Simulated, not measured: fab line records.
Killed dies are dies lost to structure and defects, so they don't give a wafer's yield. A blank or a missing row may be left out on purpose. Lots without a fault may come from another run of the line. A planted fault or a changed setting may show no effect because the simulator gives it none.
Which of the tools did it? + flow n5_finfet + 10 lots with 28 wafers sampled at 5 steps, on a route of 1938 steps

== WHAT THE GAUGES SHOWED, per wafer ==
N5_ZERO_LAYER_INSPECT_20: inspects for defects (darkfield). Usual: raw_defect_count at 37, with a standard deviation of 16.
| lot  | measured    | on                | raw_defect_count | flag |
|------|-------------|-------------------|------------------|------|
| L241 | day 1 13:23 | defect_inspect-01 | 29 10 24         |      |
| L244 | day 2 07:16 | defect_inspect-01 | 30 20            |      |
| L249 | day 3 13:26 | defect_inspect-01 | 63 75 26         |      |
| L251 | day 4 01:23 | defect_inspect-01 | 31 47 27         |      |
| L252 | day 4 07:16 | defect_inspect-01 | 40 63            |      |
| L253 | day 4 13:38 | defect_inspect-01 | 37 23 24         |      |
| L254 | day 4 19:23 | defect_inspect-01 | 47 50 44         |      |
| L256 | day 5 07:23 | defect_inspect-01 | 27 36 18         |      |
| L259 | day 6 01:23 | defect_inspect-02 | 31 35 72         |      |
| L261 | day 6 13:16 | defect_inspect-01 | 18 26 27         |      |

N5_PMOS_HMC_CHANNEL_EPI_CD_MEAS_09: the cd target is 237.4 nm. Usual: cd_nm at 237.5 nm, with a standard deviation of 0.85.
| lot  | measured    | on        | cd_nm (nm)        | flag |
|------|-------------|-----------|-------------------|------|
| L241 | day 1 17:47 | cd_sem-03 | 235.9 235.6 235.5 |      |
| L244 | day 2 12:32 | cd_sem-01 | 237.4 237.6       |      |
| L249 | day 3 17:12 | cd_sem-02 | 236.9 236.3 236.8 |      |
| L251 | day 4 05:24 | cd_sem-03 | 238.5 238.0 238.7 |      |
| L252 | day 4 11:04 | cd_sem-01 | 238.4 237.8       |      |
| L253 | day 4 17:59 | cd_sem-02 | 237.6 236.7 237.3 |      |
| L254 | day 4 23:21 | cd_sem-03 | 237.5 238.1 238.5 |      |
| L256 | day 5 11:07 | cd_sem-01 | 239.2 238.3 238.4 |      |
| L259 | day 6 05:57 | cd_sem-01 | 238.1 238.2 237.8 |      |
| L261 | day 6 16:51 | cd_sem-02 | 238.1 237.6 237.3 |      |

N5_BEOL_M4_RC_MEAS_101. Usual: CJ_P 5.84, standard deviation 0.16; DIBL_N 36.0 mV/V, standard deviation 1.6; DIBL_P 35.8 mV/V, standard deviation 2; IOFF_N 0.152 nA/um, standard deviation 0.03; IOFF_P 0.20 nA/um, standard deviation 0.031; IOFF_P_LONG 0.000102 nA/um, standard deviation 7.5e-06; ION_N 670 uA/um, standard deviation 12; ION_P 459 uA/um, standard deviation 7.4; SS_N 71.5 mV/dec, standard deviation 0.56; SS_P 73.2 mV/dec, standard deviation 0.64; VT_N 251 mV, standard deviation 3.5; VT_P -252 mV, standard deviation 3.3.
| lot  | measured     | on        | CJ_P           | DIBL_N (mV/V)  | DIBL_P (mV/V)  | IOFF_N (nA/um)    | IOFF_P (nA/um) | IOFF_P_LONG (nA/um)        | ION_N (uA/um) | ION_P (uA/um) | SS_N (mV/dec)  | SS_P (mV/dec)  | VT_N (mV)   | VT_P (mV)      | flag |
|------|--------------|-----------|----------------|----------------|----------------|-------------------|----------------|----------------------------|---------------|---------------|----------------|----------------|-------------|----------------|------|
| L241 | day 9 08:02  | prober-02 | 5.63 5.77 5.87 | 36.5 36.4 35.1 | 36.9 36.1 35.6 | 0.170 0.159 0.143 | 0.23 0.22 0.22 | 0.000111 0.000113 0.000115 | 681 664 675   | 467 457 469   | 72.2 72.2 72.0 | 73.9 73.9 73.2 | 246 251 252 | -247 -246 -246 |      |
| L244 | day 9 22:49  | prober-01 | 5.60 5.86      | 36.7 35.8      | 37.3 35.5      | 0.176 0.165       | 0.21 0.19      | 9.5e-05 9.6e-05            | 670 667       | 452 456       | 71.8 71.8      | 73.2 73.5      | 251 247     | -251 -254      |      |
| L249 | day 11 05:56 | prober-01 | 5.54 5.55 5.66 | 34.2 35.1 36.6 | 33.1 34.1 36.1 | 0.111 0.124 0.150 | 0.15 0.15 0.18 | 9e-05 9e-05 9.1e-05        | 654 647 663   | 447 441 451   | 71.0 71.6 72.1 | 71.8 72.7 73.1 | 257 255 251 | -257 -255 -256 |      |
| L251 | day 11 12:44 | prober-02 | 6.93 6.76 7.08 | 35.8 35.1 36.3 | 35.8 35.7 36.1 | 0.134 0.132 0.141 | 0.17 0.18 0.17 | 0.00012 0.000115 0.000123  | 677 669 662   | 452 467 450   | 71.8 71.2 71.6 | 72.7 72.4 73.2 | 252 252 253 | -258 -257 -259 | OFF  |
| L252 | day 12 11:36 | prober-01 | 6.16 6.29      | 36.2 37.3      | 35.1 37.2      | 0.121 0.154       | 0.17 0.21      | 0.000101 0.000102          | 644 669       | 446 456       | 71.9 72.3      | 72.7 73.1      | 260 253     | -257 -252      |      |
| L253 | day 12 17:02 | prober-02 | 5.90 5.53 5.95 | 34.8 36.3 40.9 | 32.6 34.5 40.2 | 0.118 0.143 0.233 | 0.14 0.17 0.25 | 9.9e-05 9.3e-05 9.8e-05    | 665 661 689   | 452 451 461   | 71.1 70.6 72.9 | 72.2 72.8 74.1 | 250 248 242 | -256 -253 -250 |      |
| L254 | day 11 22:16 | prober-02 | 7.04 6.82 6.88 | 37.8 36.2 37.5 | 39.0 37.2 38.8 | 0.176 0.152 0.176 | 0.21 0.19 0.21 | 0.000136 0.000125 0.000126 | 676 668 679   | 455 455 457   | 71.8 71.5 72.1 | 73.6 73.1 73.5 | 249 251 249 | -252 -254 -252 | OFF  |
| L256 | day 12 20:21 | prober-02 | 6.71 6.69 6.72 | 34.7 39.0 36.8 | 33.1 38.8 35.6 | 0.122 0.210 0.154 | 0.15 0.24 0.19 | 0.00012 0.000119 0.000124  | 658 690 667   | 451 471 452   | 71.2 72.5 71.9 | 73.1 73.9 73.5 | 254 246 252 | -258 -249 -253 | OFF  |
| L259 | day 13 06:11 | prober-02 | 6.04 5.96 5.96 | 35.6 35.3 36.1 | 35.8 35.7 35.7 | 0.151 0.146 0.150 | 0.20 0.20 0.20 | 0.000113 0.000109 0.000108 | 687 674 673   | 469 461 459   | 71.3 70.9 71.2 | 73.7 73.4 72.6 | 250 248 249 | -250 -251 -249 |      |
| L261 | day 14 16:58 | prober-02 | 5.85 5.45 5.52 | 35.5 36.1 35.4 | 33.7 34.1 33.8 | 0.136 0.144 0.135 | 0.21 0.21 0.20 | 0.000121 0.000112 0.000114 | 674 661 664   | 473 459 459   | 70.9 71.4 71.3 | 72.8 73.5 73.4 | 254 251 251 | -250 -246 -247 |      |

== WHAT TOOL EACH LOT RAN ON (gives the tool, then ch and the chambers of the sampled wafers, and finally the start) ==
| lot  | N5_WELL_APT_IMPLANT_15         | N5_PMOS_HMC_CHANNEL_EPI_FIN_RECESS_16 |
|------|--------------------------------|---------------------------------------|
| L241 | implanter-02 ch 0, day 1 14:26 | rie_si-06 ch 1,2, day 1 18:22         |
| L244 | implanter-01 ch 0, day 2 08:23 | rie_si-06 ch 1,2, day 2 13:17         |
| L249 | implanter-02 ch 0, day 3 14:06 | rie_si-06 ch 1,2,3, day 3 17:46       |
| L251 | implanter-02 ch 0, day 4 02:11 | rie_si-03 ch 0,2,3, day 4 06:05       |
| L252 | implanter-01 ch 0, day 4 07:56 | rie_si-03 ch 3, day 4 13:08           |
| L253 | implanter-01 ch 0, day 4 14:18 | rie_si-03 ch 0,2,3, day 4 18:32       |
| L254 | implanter-02 ch 0, day 4 20:05 | rie_si-03 ch 0,1,3, day 4 23:54       |
| L256 | implanter-02 ch 0, day 5 08:03 | rie_si-05 ch 2,3, day 5 11:43         |
| L259 | implanter-01 ch 0, day 6 02:12 | rie_si-03 ch 0,3, day 6 06:32         |
| L261 | implanter-01 ch 0, day 6 13:56 | rie_si-06 ch 2,3, day 6 17:25         |
- N5_WELL_APT_IMPLANT_15
- N5_PMOS_HMC_CHANNEL_EPI_FIN_RECESS_16: chemistry HBr/Cl2, target Si, target depth 54 nm, time 18 s.

== AS READ BY THE TOOLS THEMSELVES (means over the sampled wafers that have a number; for cases with no such wafer, the mark the record gives instead) ==
N5_WELL_APT_IMPLANT_15. Usual: dose_ions_cm2 1.5e+13, standard deviation 1.6e+10; faraday_current_uA 189, standard deviation 3.7.
| lot  | tool         | dose_ions_cm2 | faraday_current_uA | flag |
|------|--------------|---------------|--------------------|------|
| L241 | implanter-02 | 1.5e+13       | 193                |      |
| L244 | implanter-01 | 1.5e+13       | 191                |      |
| L249 | implanter-02 | 1.5e+13       | 187                |      |
| L251 | implanter-02 | 2.0e+13       | 255                | OFF  |
| L252 | implanter-01 | 1.5e+13       | 190                |      |
| L253 | implanter-01 | 1.5e+13       | 190                |      |
| L254 | implanter-02 | 2.0e+13       | 253                | OFF  |
| L256 | implanter-02 | 2.0e+13       | 261                | OFF  |
| L259 | implanter-01 | 1.5e+13       | 188                |      |
| L261 | implanter-01 | 1.5e+13       | 186                |      |

N5_PMOS_HMC_CHANNEL_EPI_FIN_RECESS_16. Usual: drypump_motor_current_A 5.8 A, standard deviation 0.51; mfc_cl2_sccm 80.05 sccm, standard deviation 0.22; oes_product_au 0.996 a.u., standard deviation 0.015; throttle_valve_pct 35.44 %, standard deviation 0.28.
| lot  | tool      | drypump_motor_current_A (A) | mfc_cl2_sccm (sccm) | oes_product_au (a.u.) | throttle_valve_pct (%) | flag |
|------|-----------|-----------------------------|---------------------|-----------------------|------------------------|------|
| L241 | rie_si-06 | 5.9                         | 80.20               | 0.994                 | 35.23                  |      |
| L244 | rie_si-06 | 5.8                         | 80.11               | 0.999                 | 35.17                  |      |
| L249 | rie_si-06 | 6.0                         | 80.05               | 1.008                 | 35.25                  |      |
| L251 | rie_si-03 | 5.7                         | 80.28               | 0.989                 | 35.57                  |      |
| L252 | rie_si-03 | 6.2                         | 80.03               | 1.004                 | 35.58                  |      |
| L253 | rie_si-03 | 5.7                         | 80.08               | 0.994                 | 35.58                  |      |
| L254 | rie_si-03 | 5.9                         | 80.15               | 0.990                 | 35.66                  |      |
| L256 | rie_si-05 | 5.4                         | 80.28               | 0.999                 | 35.62                  |      |
| L259 | rie_si-03 | 5.8                         | 80.07               | 1.001                 | 35.70                  |      |
| L261 | rie_si-06 | 5.9                         | 80.13               | 0.998                 | 35.18                  |      |

== THE ANSWER, worked out from the rows above alone ==
Rule: a lot counts as off when the mean over its wafers that have a number is more than 3 standard deviations away from the usual mean. Also off: a lot with no number at a reading for which 4 or more lots have one. The other lots that the step has rows for count as sound. After the gauges, taken in route order, come the tools' own readings; for these a lot's mean is taken, as printed above. The first step at which some lot is off is used, and at that step the reading that is off furthest; a lot without a number counts as furthest.
Off: L251, L254, L256, seen at N5_BEOL_M4_RC_MEAS_101 (CJ_P).
If a tool, at a process step before that reading, ran all the lots that are off and no sound lot after the first of them, it fits. Not tried: the gauges at N5_BEOL_M4_RC_MEAS_101; whatever is off there is also off at N5_WELL_APT_IMPLANT_15, on other tools, and gauge error can't account for it. One fits: implanter-02 at N5_WELL_APT_IMPLANT_15. Its last sound lot is L249 (day 3 14:06), its first lot that is off L251 (day 4 02:11): a fault that began between those two fits.
The tool's own readings at N5_WELL_APT_IMPLANT_15 bear it out: on the lots that are off they differ by more than 5 times the standard deviation of the sound lots' means. dose_ions_cm2 reads 2.0e+13 there against 1.5e+13 on the sound lots; faraday_current_uA reads 256 there against 189 on the sound lots.

== WHAT THE SIMULATOR PUT IN ==
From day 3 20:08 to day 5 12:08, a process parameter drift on implanter-02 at N5_WELL_APT_IMPLANT_15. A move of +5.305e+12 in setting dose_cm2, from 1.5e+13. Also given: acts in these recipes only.
Shown lots that were struck: L251, L254, L256. The rule given above showed the same thing.
